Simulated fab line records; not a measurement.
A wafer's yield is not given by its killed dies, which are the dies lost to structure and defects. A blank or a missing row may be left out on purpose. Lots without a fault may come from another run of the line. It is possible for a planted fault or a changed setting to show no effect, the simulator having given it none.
Which tool is to blame? :: flow n5Finfet :: 24 lots, 72 wafers sampled, at 5 steps of a route of 1938

## WHAT THE GAUGES READ, wafer by wafer
N5_FIN_SAQP_OCD_MEAS_76. Usual: trenchDepthNm at 120.3 nm, with a standard deviation of 1.6.
lot: L074
measured: day 2 02:13
on: ocd-01
trenchDepthNm (nm): 120.1 122.8 121.3
flag: 

lot: L075
measured: day 2 07:49
on: ocd-02
trenchDepthNm (nm): 119.4 120.0 121.3
flag: 

lot: L076
measured: day 2 16:35
on: ocd-01
trenchDepthNm (nm): 119.0 121.2 121.6
flag: 

lot: L077
measured: day 2 20:01
on: ocd-02
trenchDepthNm (nm): 118.5 119.1 118.8
flag: 

lot: L078
measured: day 3 02:06
on: ocd-01
trenchDepthNm (nm): 120.9 119.3 119.6
flag: 

lot: L079
measured: day 3 08:50
on: ocd-01
trenchDepthNm (nm): 121.8 119.4 122.4
flag: 

lot: L080
measured: day 3 15:52
on: ocd-01
trenchDepthNm (nm): 121.4 120.2 120.6
flag: 

lot: L081
measured: day 3 20:09
on: ocd-02
trenchDepthNm (nm): 120.6 120.4 122.4
flag: 

lot: L082
measured: day 4 02:37
on: ocd-02
trenchDepthNm (nm): 123.7 120.1 121.5
flag: 

lot: L083
measured: day 4 08:07
on: ocd-02
trenchDepthNm (nm): 119.1 118.7 118.7
flag: 

lot: L084
measured: day 4 14:23
on: ocd-02
trenchDepthNm (nm): 118.8 120.7 118.6
flag: 

lot: L085
measured: day 4 20:02
on: ocd-01
trenchDepthNm (nm): 122.7 119.5 123.7
flag: 

lot: L086
measured: day 5 03:06
on: ocd-01
trenchDepthNm (nm): 121.1 118.1 121.9
flag: 

lot: L087
measured: day 5 09:55
on: ocd-02
trenchDepthNm (nm): 122.4 119.0 120.9
flag: 

lot: L088
measured: day 5 15:07
on: ocd-01
trenchDepthNm (nm): 120.6 120.0 120.9
flag: 

lot: L089
measured: day 5 21:25
on: ocd-02
trenchDepthNm (nm): 118.6 122.0 122.2
flag: 

lot: L090
measured: day 6 02:31
on: ocd-01
trenchDepthNm (nm): 119.5 121.7 123.3
flag: 

lot: L091
measured: day 6 08:24
on: ocd-02
trenchDepthNm (nm): 119.1 123.1 119.9
flag: 

lot: L092
measured: day 6 14:46
on: ocd-01
trenchDepthNm (nm): 121.0 118.6 120.8
flag: 

lot: L093
measured: day 6 20:20
on: ocd-02
trenchDepthNm (nm): 121.1 121.3 122.0
flag: 

lot: L094
measured: day 7 02:02
on: ocd-02
trenchDepthNm (nm): 118.5 118.0 120.8
flag: 

lot: L095
measured: day 7 08:11
on: ocd-01
trenchDepthNm (nm): 116.1 117.6 120.1
flag: 

lot: L096
measured: day 7 14:27
on: ocd-02
trenchDepthNm (nm): 121.1 122.2 122.6
flag: 

lot: L097
measured: day 7 19:55
on: ocd-02
trenchDepthNm (nm): 118.8 118.8 117.9
flag: 

N5_STI_FIN_REVEAL_CD_MEAS_22: target cd 6.238 nm, pitch 28 nm. Usual: cdNm at 6.34 nm, with a standard deviation of 0.26.
lot: L074
measured: day 2 12:20
on: cdSem-03
cdNm (nm): 6.62 6.11 6.25
flag: 

lot: L075
measured: day 2 19:16
on: cdSem-03
cdNm (nm): 6.28 6.70 6.37
flag: 

lot: L076
measured: day 3 03:07
on: cdSem-03
cdNm (nm): 6.34 6.37 6.70
flag: 

lot: L077
measured: day 3 07:11
on: cdSem-03
cdNm (nm): 6.73 6.14 6.24
flag: 

lot: L078
measured: day 3 12:47
on: cdSem-02
cdNm (nm): 5.90 6.56 6.17
flag: 

lot: L079
measured: day 3 19:37
on: cdSem-03
cdNm (nm): 6.33 6.00 6.38
flag: 

lot: L080
measured: day 4 02:07
on: cdSem-02
cdNm (nm): 6.32 6.33 7.02
flag: 

lot: L081
measured: day 4 06:06
on: cdSem-01
cdNm (nm): 6.37 6.22 6.48
flag: 

lot: L082
measured: day 4 12:44
on: cdSem-03
cdNm (nm): 6.78 6.52 6.63
flag: 

lot: L083
measured: day 4 18:30
on: cdSem-02
cdNm (nm): 6.26 6.21 6.19
flag: 

lot: L084
measured: day 5 00:56
on: cdSem-03
cdNm (nm): 5.87 6.19 5.97
flag: 

lot: L085
measured: day 5 07:04
on: cdSem-01
cdNm (nm): 6.32 6.18 6.20
flag: 

lot: L086
measured: day 5 14:54
on: cdSem-01
cdNm (nm): 6.35 5.87 6.68
flag: 

lot: L087
measured: day 5 20:02
on: cdSem-02
cdNm (nm): 6.60 6.15 6.32
flag: 

lot: L088
measured: day 6 01:07
on: cdSem-02
cdNm (nm): 6.52 5.96 6.53
flag: 

lot: L089
measured: day 6 08:20
on: cdSem-01
cdNm (nm): 6.48 6.70 6.56
flag: 

lot: L090
measured: day 6 12:47
on: cdSem-01
cdNm (nm): 6.59 6.51 6.38
flag: 

lot: L091
measured: day 6 18:22
on: cdSem-01
cdNm (nm): 6.35 6.33 6.65
flag: 

lot: L092
measured: day 7 01:18
on: cdSem-03
cdNm (nm): 6.65 5.74 6.24
flag: 

lot: L093
measured: day 7 06:33
on: cdSem-03
cdNm (nm): 6.41 6.46 6.23
flag: 

lot: L094
measured: day 7 12:45
on: cdSem-02
cdNm (nm): 6.12 6.01 5.71
flag: 

lot: L095
measured: day 7 18:17
on: cdSem-01
cdNm (nm): 6.22 6.11 5.97
flag: 

lot: L096
measured: day 8 01:07
on: cdSem-02
cdNm (nm): 6.44 6.59 6.45
flag: 

lot: L097
measured: day 8 06:44
on: cdSem-03
cdNm (nm): 6.37 6.50 5.89
flag: 

N5_DUMMY_GATE_CD_MEAS_15: the cd target is 25.8 nm. Usual: cdNm at 25.00 nm, with a standard deviation of 0.23.
lot: L074
measured: day 2 21:58
on: cdSem-03
cdNm (nm): 24.73 24.90 24.73
flag: 

lot: L075
measured: day 3 04:52
on: cdSem-01
cdNm (nm): 24.67 25.12 24.45
flag: 

lot: L076
measured: day 3 11:44
on: cdSem-02
cdNm (nm): 24.98 24.85 25.03
flag: 

lot: L077
measured: day 3 15:47
on: cdSem-01
cdNm (nm): 25.04 24.89 24.93
flag: 

lot: L078
measured: day 3 21:29
on: cdSem-02
cdNm (nm): 25.40 25.26 25.27
flag: 

lot: L079
measured: day 4 04:13
on: cdSem-03
cdNm (nm): 25.35 25.09 24.93
flag: 

lot: L080
measured: day 4 12:38
on: cdSem-03
cdNm (nm): 24.86 25.18 25.10
flag: 

lot: L081
measured: day 4 16:40
on: cdSem-02
cdNm (nm): 24.97 24.99 24.95
flag: 

lot: L082
measured: day 4 21:19
on: cdSem-03
cdNm (nm): 24.93 24.81 24.68
flag: 

lot: L083
measured: day 5 03:05
on: cdSem-01
cdNm (nm): 25.43 24.78 25.06
flag: 

lot: L084
measured: day 5 09:31
on: cdSem-02
cdNm (nm): 24.65 25.07 25.23
flag: 

lot: L085
measured: day 5 15:39
on: cdSem-01
cdNm (nm): 25.39 24.76 24.56
flag: 

lot: L086
measured: day 6 00:04
on: cdSem-02
cdNm (nm): 24.78 25.08 25.18
flag: 

lot: L087
measured: day 6 04:38
on: cdSem-03
cdNm (nm): 25.29 25.09 25.14
flag: 

lot: L088
measured: day 6 09:49
on: cdSem-01
cdNm (nm): 24.69 25.02 24.88
flag: 

lot: L089
measured: day 6 16:56
on: cdSem-02
cdNm (nm): 25.03 25.19 24.94
flag: 

lot: L090
measured: day 6 21:34
on: cdSem-02
cdNm (nm): 25.05 25.24 24.98
flag: 

lot: L091
measured: day 7 03:28
on: cdSem-02
cdNm (nm): 24.97 24.81 25.00
flag: 

lot: L092
measured: day 7 09:54
on: cdSem-02
cdNm (nm): 25.19 24.72 25.17
flag: 

lot: L093
measured: day 7 16:22
on: cdSem-03
cdNm (nm): 24.86 25.02 25.17
flag: 

lot: L094
measured: day 7 21:20
on: cdSem-03
cdNm (nm): 24.82 25.25 25.12
flag: 

lot: L095
measured: day 8 02:52
on: cdSem-01
cdNm (nm): 25.05 24.64 24.66
flag: 

lot: L096
measured: day 8 11:52
on: cdSem-02
cdNm (nm): 24.85 24.57 24.75
flag: 

lot: L097
measured: day 8 17:17
on: cdSem-03
cdNm (nm): 25.18 25.14 24.96
flag: 

N5_DUMMY_GATE_CD_MEAS_24: the cd target is 15 nm. Usual: cdNm at 15.0 nm, with a standard deviation of 0.41.
lot: L074
measured: day 2 23:05
on: cdSem-01
cdNm (nm): 15.2 14.5 14.4
flag: 

lot: L075
measured: day 3 05:52
on: cdSem-02
cdNm (nm): 14.4 15.4 14.6
flag: 

lot: L076
measured: day 3 13:10
on: cdSem-03
cdNm (nm): 14.6 15.3 15.1
flag: 

lot: L077
measured: day 3 16:52
on: cdSem-02
cdNm (nm): 14.7 14.5 15.1
flag: 

lot: L078
measured: day 3 22:53
on: cdSem-03
cdNm (nm): 15.0 15.2 15.6
flag: 

lot: L079
measured: day 4 05:18
on: cdSem-02
cdNm (nm): 14.4 14.9 15.0
flag: 

lot: L080
measured: day 4 13:38
on: cdSem-02
cdNm (nm): 15.4 14.8 14.3
flag: 

lot: L081
measured: day 4 17:59
on: cdSem-01
cdNm (nm): 14.8 15.5 15.0
flag: 

lot: L082
measured: day 4 22:28
on: cdSem-03
cdNm (nm): 14.9 15.0 15.0
flag: 

lot: L083
measured: day 5 04:14
on: cdSem-01
cdNm (nm): 15.4 15.6 14.9
flag: 

lot: L084
measured: day 5 10:31
on: cdSem-02
cdNm (nm): 14.9 15.0 15.3
flag: 

lot: L085
measured: day 5 16:46
on: cdSem-02
cdNm (nm): 14.7 15.3 14.9
flag: 

lot: L086
measured: day 6 01:05
on: cdSem-01
cdNm (nm): 15.2 16.0 15.0
flag: 

lot: L087
measured: day 6 05:40
on: cdSem-02
cdNm (nm): 15.4 15.0 15.9
flag: 

lot: L088
measured: day 6 10:49
on: cdSem-03
cdNm (nm): 14.9 14.8 15.5
flag: 

lot: L089
measured: day 6 18:15
on: cdSem-03
cdNm (nm): 14.3 15.5 14.9
flag: 

lot: L090
measured: day 6 22:48
on: cdSem-02
cdNm (nm): 15.4 15.5 15.4
flag: 

lot: L091
measured: day 7 04:28
on: cdSem-03
cdNm (nm): 14.5 14.6 14.8
flag: 

lot: L092
measured: day 7 11:08
on: cdSem-01
cdNm (nm): 15.0 15.2 15.6
flag: 

lot: L093
measured: day 7 17:22
on: cdSem-02
cdNm (nm): 15.2 15.5 15.2
flag: 

lot: L094
measured: day 7 22:20
on: cdSem-01
cdNm (nm): 14.9 14.5 15.6
flag: 

lot: L095
measured: day 8 03:52
on: cdSem-01
cdNm (nm): 14.9 14.9 14.7
flag: 

lot: L096
measured: day 8 12:56
on: cdSem-01
cdNm (nm): 14.6 14.2 14.4
flag: 

lot: L097
measured: day 8 18:18
on: cdSem-01
cdNm (nm): 14.7 15.0 14.9
flag: 

## EACH LOT AND THE TOOL THAT RAN IT (in order: tool; ch and the chambers of the sampled wafers; start)
lot: L074
N5_DUMMY_GATE_ETCH_44: rieSi-04 ch 0,1,2, day 2 23:00

lot: L075
N5_DUMMY_GATE_ETCH_44: rieSi-01 ch 0,1,2, day 3 05:45

lot: L076
N5_DUMMY_GATE_ETCH_44: rieSi-04 ch 1,3, day 3 13:03

lot: L077
N5_DUMMY_GATE_ETCH_44: rieSi-06 ch 2,3, day 3 16:46

lot: L078
N5_DUMMY_GATE_ETCH_44: rieSi-04 ch 1,2, day 3 22:47

lot: L079
N5_DUMMY_GATE_ETCH_44: rieSi-06 ch 0,1,2, day 4 05:11

lot: L080
N5_DUMMY_GATE_ETCH_44: rieSi-01 ch 2,3, day 4 13:32

lot: L081
N5_DUMMY_GATE_ETCH_44: rieSi-06 ch 0,3, day 4 17:52

lot: L082
N5_DUMMY_GATE_ETCH_44: rieSi-04 ch 0,1, day 4 22:21

lot: L083
N5_DUMMY_GATE_ETCH_44: rieSi-01 ch 0,3, day 5 04:07

lot: L084
N5_DUMMY_GATE_ETCH_44: rieSi-06 ch 0,2, day 5 10:24

lot: L085
N5_DUMMY_GATE_ETCH_44: rieSi-01 ch 2,3, day 5 16:40

lot: L086
N5_DUMMY_GATE_ETCH_44: rieSi-01 ch 0,1, day 6 00:58

lot: L087
N5_DUMMY_GATE_ETCH_44: rieSi-01 ch 1,2, day 6 05:33

lot: L088
N5_DUMMY_GATE_ETCH_44: rieSi-06 ch 0,1,2, day 6 10:43

lot: L089
N5_DUMMY_GATE_ETCH_44: rieSi-04 ch 1,2,3, day 6 18:08

lot: L090
N5_DUMMY_GATE_ETCH_44: rieSi-04 ch 0,2,3, day 6 22:41

lot: L091
N5_DUMMY_GATE_ETCH_44: rieSi-04 ch 1,2,3, day 7 04:22

lot: L092
N5_DUMMY_GATE_ETCH_44: rieSi-06 ch 2,3, day 7 11:02

lot: L093
N5_DUMMY_GATE_ETCH_44: rieSi-04 ch 1,3, day 7 17:16

lot: L094
N5_DUMMY_GATE_ETCH_44: rieSi-06 ch 2,3, day 7 22:14

lot: L095
N5_DUMMY_GATE_ETCH_44: rieSi-01 ch 0,1,2, day 8 03:45

lot: L096
N5_DUMMY_GATE_ETCH_44: rieSi-06 ch 0,1,3, day 8 12:49

lot: L097
N5_DUMMY_GATE_ETCH_44: rieSi-06 ch 1,2,3, day 8 18:11
- N5_DUMMY_GATE_ETCH_44: etches poly-Si in HBr/O2, stops on SiO2, target depth 127.5 nm.

## AS READ BY THE TOOLS THEMSELVES (means over the sampled wafers that have a number; for cases with no such wafer, the mark the record gives instead)
N5_DUMMY_GATE_ETCH_44. Usual: drypumpMotorCurrentA 5.7 A, standard deviation 0.44; heBacksideLeakSccm 2.8 sccm, standard deviation 0.36; oesProductAu 0.723 a.u., standard deviation 0.015; throttleValvePct 18.41 %, standard deviation 0.13.
lot: L074
tool: rieSi-04
drypumpMotorCurrentA (A): 5.8
heBacksideLeakSccm (sccm): 2.9
oesProductAu (a.u.): 0.731
throttleValvePct (%): 18.44
flag: 

lot: L075
tool: rieSi-01
drypumpMotorCurrentA (A): 5.6
heBacksideLeakSccm (sccm): 2.7
oesProductAu (a.u.): 0.719
throttleValvePct (%): 18.27
flag: 

lot: L076
tool: rieSi-04
drypumpMotorCurrentA (A): 6.1
heBacksideLeakSccm (sccm): 2.9
oesProductAu (a.u.): 0.733
throttleValvePct (%): 18.30
flag: 

lot: L077
tool: rieSi-06
drypumpMotorCurrentA (A): 5.0
heBacksideLeakSccm (sccm): 2.6
oesProductAu (a.u.): 0.743
throttleValvePct (%): 18.49
flag: 

lot: L078
tool: rieSi-04
drypumpMotorCurrentA (A): 5.8
heBacksideLeakSccm (sccm): 2.9
oesProductAu (a.u.): 0.728
throttleValvePct (%): 18.37
flag: 

lot: L079
tool: rieSi-06
drypumpMotorCurrentA (A): 5.5
heBacksideLeakSccm (sccm): 2.6
oesProductAu (a.u.): 0.715
throttleValvePct (%): 18.54
flag: 

lot: L080
tool: rieSi-01
drypumpMotorCurrentA (A): 5.8
heBacksideLeakSccm (sccm): 2.3
oesProductAu (a.u.): 0.715
throttleValvePct (%): 18.30
flag: 

lot: L081
tool: rieSi-06
drypumpMotorCurrentA (A): 5.4
heBacksideLeakSccm (sccm): 2.7
oesProductAu (a.u.): 0.732
throttleValvePct (%): 18.50
flag: 

lot: L082
tool: rieSi-04
drypumpMotorCurrentA (A): 6.0
heBacksideLeakSccm (sccm): 2.9
oesProductAu (a.u.): 0.733
throttleValvePct (%): 18.42
flag: 

lot: L083
tool: rieSi-01
drypumpMotorCurrentA (A): 6.0
heBacksideLeakSccm (sccm): 2.7
oesProductAu (a.u.): 0.712
throttleValvePct (%): 18.25
flag: 

lot: L084
tool: rieSi-06
drypumpMotorCurrentA (A): 5.1
heBacksideLeakSccm (sccm): 2.5
oesProductAu (a.u.): 0.734
throttleValvePct (%): 18.50
flag: 

lot: L085
tool: rieSi-01
drypumpMotorCurrentA (A): 5.8
heBacksideLeakSccm (sccm): 2.4
oesProductAu (a.u.): 0.714
throttleValvePct (%): 18.30
flag: 

lot: L086
tool: rieSi-01
drypumpMotorCurrentA (A): 5.5
heBacksideLeakSccm (sccm): 3.0
oesProductAu (a.u.): 0.718
throttleValvePct (%): 18.27
flag: 

lot: L087
tool: rieSi-01
drypumpMotorCurrentA (A): 5.6
heBacksideLeakSccm (sccm): 2.4
oesProductAu (a.u.): 0.714
throttleValvePct (%): 18.31
flag: 

lot: L088
tool: rieSi-06
drypumpMotorCurrentA (A): 5.5
heBacksideLeakSccm (sccm): 2.6
oesProductAu (a.u.): 0.725
throttleValvePct (%): 18.54
flag: 

lot: L089
tool: rieSi-04
drypumpMotorCurrentA (A): 5.9
heBacksideLeakSccm (sccm): 2.8
oesProductAu (a.u.): 0.732
throttleValvePct (%): 18.32
flag: 

lot: L090
tool: rieSi-04
drypumpMotorCurrentA (A): 6.0
heBacksideLeakSccm (sccm): 2.9
oesProductAu (a.u.): 0.730
throttleValvePct (%): 18.38
flag: 

lot: L091
tool: rieSi-04
drypumpMotorCurrentA (A): 5.9
heBacksideLeakSccm (sccm): 2.8
oesProductAu (a.u.): 0.729
throttleValvePct (%): 18.32
flag: 

lot: L092
tool: rieSi-06
drypumpMotorCurrentA (A): 5.0
heBacksideLeakSccm (sccm): 2.6
oesProductAu (a.u.): 0.730
throttleValvePct (%): 18.49
flag: 

lot: L093
tool: rieSi-04
drypumpMotorCurrentA (A): 6.1
heBacksideLeakSccm (sccm): 2.9
oesProductAu (a.u.): 0.733
throttleValvePct (%): 18.30
flag: 

lot: L094
tool: rieSi-06
drypumpMotorCurrentA (A): 5.0
heBacksideLeakSccm (sccm): 2.9
oesProductAu (a.u.): 0.717
throttleValvePct (%): 18.50
flag: 

lot: L095
tool: rieSi-01
drypumpMotorCurrentA (A): 5.6
heBacksideLeakSccm (sccm): 2.6
oesProductAu (a.u.): 0.714
throttleValvePct (%): 18.28
flag: 

lot: L096
tool: rieSi-06
drypumpMotorCurrentA (A): 5.6
heBacksideLeakSccm (sccm): 3.0
oesProductAu (a.u.): 0.717
throttleValvePct (%): 18.54
flag: 

lot: L097
tool: rieSi-06
drypumpMotorCurrentA (A): 5.3
heBacksideLeakSccm (sccm): 3.0
oesProductAu (a.u.): 0.723
throttleValvePct (%): 18.53
flag: 

## THE ANSWER, worked out from the rows above alone
Rule: lot off if the mean of its wafers having a number is beyond 3 standard deviations from the usual mean. Also off: a lot with no number at a reading for which 4 or more lots have one. All remaining lots with rows at the step are treated as sound. Order of review: gauges by route order, followed by the tools' own readings, for which a lot's mean as printed above is used. At the first step where some lot is off, the reading lying furthest off is the one used; lots without a number count as furthest.
No lot is off on any of the readings shown, so nothing can be concluded from this.

## WHAT THE SIMULATOR PUT IN
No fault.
